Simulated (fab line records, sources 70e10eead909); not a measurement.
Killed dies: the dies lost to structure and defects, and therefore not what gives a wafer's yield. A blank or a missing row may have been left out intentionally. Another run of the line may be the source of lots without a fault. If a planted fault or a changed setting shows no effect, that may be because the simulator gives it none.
Matching of chambers + flow nand-harc + rie-diel-04 running NHARC_A_STAIRCASE_TRIM_12: 4 sister chambers
The step chemistry O2, time 211.2 s. 4 wafers are shown with their chamber, then 9 later ones without.

## WAFERS WITH THEIR CHAMBER
| wafer  | chamber | showerhead-plenum-p-Torr (Torr) |
|--------|---------|---------------------------------|
| L083.4 | 0       | 3.28                            |
| L083.6 | 2       | 3.52                            |
| L086.3 | 3       | 3.48                            |
| L086.4 | 1       | 3.79                            |

## WAFERS MISSING THEIR CHAMBER
| wafer  | showerhead-plenum-p-Torr (Torr) |
|--------|---------------------------------|
| L087.2 | 3.48                            |
| L087.3 | 3.78                            |
| L087.4 | 3.78                            |
| L091.2 | 3.27                            |
| L091.3 | 3.51                            |
| L091.5 | 3.78                            |
| L094.2 | 3.77                            |
| L094.3 | 3.80                            |
| L094.5 | 3.51                            |

## EACH ONE'S CHAMBER
| wafer  | from the rows above     | in truth                   |
|--------|-------------------------|----------------------------|
| L087.2 | 3                       | 3                          |
| L087.3 | 1                       | 1                          |
| L087.4 | 1                       | 1                          |
| L091.2 | 0                       | 0                          |
| L091.3 | can't be placed: 2 or 3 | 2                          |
| L091.5 | 1                       | 1                          |
| L094.2 | 1                       | 1                          |
| L094.3 | 1                       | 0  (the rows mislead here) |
| L094.5 | can't be placed: 2 or 3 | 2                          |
Correctly placed: 6 of 9. These rows do not allow placing 2 (true chamber among the candidates in 2). Wrongly placed: 1.
How it was worked out, from the rows above alone: a wafer's distance from a chamber is the root of the sum, over the readings, of the square of ((its reading less the chamber's mean) divided by the reading's scatter). If the next closest chamber is less than 2 further off than the closest, the wafer can't be placed; otherwise it belongs to the closest. For every chamber, the mean is computed from those of its wafers that are shown. The scatter: root of mean squared gap, hidden wafer to nearest shown wafer, with one shown wafer a chamber.
